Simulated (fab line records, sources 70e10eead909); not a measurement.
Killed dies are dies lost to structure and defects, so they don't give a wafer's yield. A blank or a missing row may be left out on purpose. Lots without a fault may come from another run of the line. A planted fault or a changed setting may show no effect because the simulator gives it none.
Chamber matching | flow nand_harc | NHARC_P_M0_ETCH_34 on rie_diel-04: 4 sister chambers
The step etches the open film in N2/H2, target depth 40 nm, overetch 12 nm, time 43.94 s. 4 wafers are shown with their chamber, then 8 later ones without.

WAFERS WITH THEIR CHAMBER
wafer  | chamber | drypump_motor_current_A (A)
L718.2 | 2       | 6.4
L721.2 | 1       | 5.5
L721.5 | 3       | 5.0
L725.1 | 0       | 6.0

WAFERS WITHOUT THEIR CHAMBER
wafer  | drypump_motor_current_A (A)
L725.2 | 5.0
L725.3 | 5.5
L726.1 | 5.5
L726.2 | 6.3
L726.6 | 6.0
L727.1 | 5.5
L727.4 | 6.4
L727.6 | 6.4

WHICH CHAMBER EACH WENT THROUGH
wafer  | from the rows above | in truth
L725.2 | 3                   | 3
L725.3 | 1                   | 1
L726.1 | 1                   | 1
L726.2 | 2                   | 2
L726.6 | 0                   | 0
L727.1 | 1                   | 1
L727.4 | 2                   | 2
L727.6 | 2                   | 2
Placed correctly: 8 of 8. Can't be placed from these rows: 0. Placed wrongly: 0.
How it was worked out, from the rows above alone: a wafer's distance from a chamber is the root of the sum, over the readings, of the square of ((its reading less the chamber's mean) divided by the reading's scatter). The wafer belongs to the nearest chamber; if the next one is less than 2 further off, it can't be placed. A chamber's mean is the mean of its shown wafers. The scatter: with one shown wafer a chamber, the root of the mean of the squares of how far each hidden wafer lies from its nearest shown one.
